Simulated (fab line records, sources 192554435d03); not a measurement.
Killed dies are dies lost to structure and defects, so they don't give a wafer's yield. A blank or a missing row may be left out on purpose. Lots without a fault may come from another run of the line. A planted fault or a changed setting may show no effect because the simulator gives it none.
A struck lot beside a sound one | flow n5_finfet | 39 steps out of a route of 1938
Sound: wafers L223.1, L223.4, L223.6. Struck: wafers L229.2, L229.3, L229.5. The cause comes at the end.
At each step with rows: each side's tool, then ch and its chambers, then its first start. Under that, the readings that differ: sound wafers | struck wafers | difference of the means | sigmas: that difference in standard deviations of wafers without a fault.
alike: readings whose means differ by less than 2 such deviations, and words and numbers that are the same on both sides. not compared: withheld readings, readings that some wafer has no value for, bounds like >300 that may hide the same value, and numbers for which the record gives no deviation and whose values overlap.
The two part at a step that has a row with sigmas, a row that says differs or no value, or rows on one side only. Numbers that don't overlap but have no deviation are shown without sigmas and don't part them. A reading that every wafer of one side lacks parts them only if that side has two wafers or more.

first, 11 steps without rows for these wafers: N5_MOL_CONTACT_COAG_STRIP_96 (strips in N2/H2); N5_MOL_CONTACT_COAG_ETCH_47 (etches SiNx in CH3F/O2, stops on W, target depth 27 nm); N5_MOL_CONTACT_COAG_STRIP_119 (strips in N2/H2, time 30 s); N5_MOL_CONTACT_COAG_PRECLEAN_144 (cleans in alkaline clean, time 60 s); N5_MOL_CONTACT_COAG_SRD_145 (time 30 s); N5_MOL_CONTACT_COAG_COAT_62 (time 60 s, resist thk 60 nm); N5_MOL_CONTACT_COAG_COAT_63 (time 60 s, resist thk 10 nm); N5_MOL_CONTACT_COAG_COAT_64 (time 60 s, resist thk 10 nm); N5_MOL_CONTACT_COAG_COAT_34 (resist thk 40 nm); N5_MOL_CONTACT_COAG_EBR_36; N5_MOL_CONTACT_COAG_SOFTBAKE_35 (time 60 s).
N5_MOL_CONTACT_COAG_EXPOSE_37: exposes mask VD, defocus 0 nm.
  sound on euv_scanner-02 ch 0, day 6 11:50; struck on euv_scanner-02 ch 0, day 7 23:13
  reading                                  | sound       | struck   | difference | sigmas
  model.MOL_CONTACT_COAG.overlay_x_nm (nm) | 0.2 0.2 0.2 | 11 11 11 | +11        |
  alike: mask
then, 2 steps without rows for these wafers: N5_MOL_CONTACT_COAG_PEB_38 (peb time 60 s); N5_MOL_CONTACT_COAG_DEVELOP_39 (develop time 30 s).
N5_MOL_CONTACT_COAG_OVL_MEAS_41:
  sound on overlay-02 ch 0, day 6 12:01; struck on overlay-01 ch 0, day 7 23:23
  reading     | sound          | struck       | difference | sigmas
  VD_OVL (nm) | -0.1 -0.3 -0.4 | 11.0 9.0 9.7 | +10.2      | +14
then, 22 steps without rows for these wafers: N5_MOL_CONTACT_COAG_DESCUM_45 (chemistry O2, time 7 s); N5_MOL_CONTACT_COAG_ETCH_65 (etches underlayer in N2/H2, target depth 13 nm, time 10.4 s); N5_MOL_CONTACT_COAG_ETCH_66 (etches SiARC in CF4, target depth 13 nm, time 21.7 s); N5_MOL_CONTACT_COAG_ALD_133 (deposits SiO2, target thk 5 nm, pulse time 1 s, co reactant pulse time 1 s); N5_MOL_CONTACT_COAG_ETCHBACK_134 (etches SiO2 in CHF3, target depth 10 nm, time 6.7 s); N5_MOL_CONTACT_COAG_ETCH_67 (etches SOC in N2/H2, target depth 60 nm, overetch 21 nm, time 101.2 s); N5_MOL_CONTACT_COAG_STRIP_68 (strips in N2/H2); N5_MOL_CONTACT_COAG_STRIP_69 (strips in N2/H2); N5_MOL_CONTACT_COAG_ETCHBACK_136 (etches SiO2 in CHF3, target depth 25 nm, time 16.7 s); N5_MOL_CONTACT_COAG_STRIP_120 (strips in CHF3); N5_MOL_CONTACT_COAG_VIA_ETCH_117 (etches SiO2 in C4F6/O2, target depth 40 nm, overetch 8 nm, time 26 s); N5_MOL_CONTACT_COAG_ETCH_124 (etches SiNx in CH3F/O2, stops on SiOC, target depth 6.5 nm); N5_MOL_CONTACT_COAG_ETCH_48 (etches SiOC in C4F6/O2, target depth 15 nm, overetch 4.5 nm, time 17 s); N5_MOL_CONTACT_COAG_STRIP_72 (strips in N2/H2); N5_MOL_CONTACT_COAG_STRIP_49 (strips in N2/H2, time 30 s); N5_MOL_CONTACT_COAG_PRECLEAN_138 (cleans in alkaline clean, time 60 s); N5_MOL_CONTACT_COAG_SRD_139 (time 30 s); N5_MOL_CONTACT_COAG_PRE_CLEAN_121; N5_MOL_CONTACT_COAG_CVD_140 (deposits W, target thk 66.5 nm, time 215 s); N5_MOL_CONTACT_COAG_PRECLEAN_127 (cleans in DIW, time 57.5 s); N5_MOL_CONTACT_COAG_SRD_128 (dry time 32 s); N5_MOL_CONTACT_COAG_CMP_52 (polishes, stops on SiO2, t overpolish 1.5 s, target thk 66.5 nm).
-- the record jumps here: 3 days lie between the struck wafers' starts before and after (it left off in module MOL_CONTACT_COAG and takes up again in module BEOL_M4, whose first step shown is number 1111 of the route) --
N5_BEOL_M4_RC_MEAS_101:
  sound on prober-01 ch 0, day 9 13:01; struck on prober-02 ch 0, day 10 21:56
  alike: DIBL_N, DIBL_P, IOFF_N, IOFF_P, ION_N, ION_P, SS_N, SS_P, VT_N, VT_P
-- the record jumps here: 5 days lie between the struck wafers' starts before and after (it left off in module BEOL_M4 and takes up again in module PASSIVATION, whose first step shown is number 1936 of the route) --
N5_PASSIVATION_PROBE_49:
  sound on prober-01, day 13 09:19; struck on prober-01, day 15 11:23
  reading                  | sound          | struck         | difference | sigmas
  defect_limited_yield (%) | 91.5 89.7 91.2 | 0 0 0          | -91        | -57
  killed_at_contacts       | 13 14 9        | 1091 1090 1091 | +1079      | +99 or more
  killed_dies              | 100 122 104    | 1180 1180 1180 | +1071      | +56
  killed_on_rim            | 16 15 13       | 152 152 152    | +137       | +33
  sort_bin_5_function (%)  | 4.1 6.9 5.3    | 49.5 50.6 51.9 | +45.2      | +45
  sort_n_pass              | 1080 1058 1076 | 0 0 0          | -1071      | -56
  sort_yield_pct (%)       | 91.5 89.7 91.2 | 0 0 0          | -91        | -57
  alike: killed_at_M0_to_M3, killed_at_M4_up, killed_at_front_end, killed_at_other, killed_open, killed_short, sort_bin_6_memory

WHERE THEY PART
First at N5_MOL_CONTACT_COAG_OVL_MEAS_41; last, within this record, at N5_PASSIVATION_PROBE_49.

WHY: what the simulator had put in
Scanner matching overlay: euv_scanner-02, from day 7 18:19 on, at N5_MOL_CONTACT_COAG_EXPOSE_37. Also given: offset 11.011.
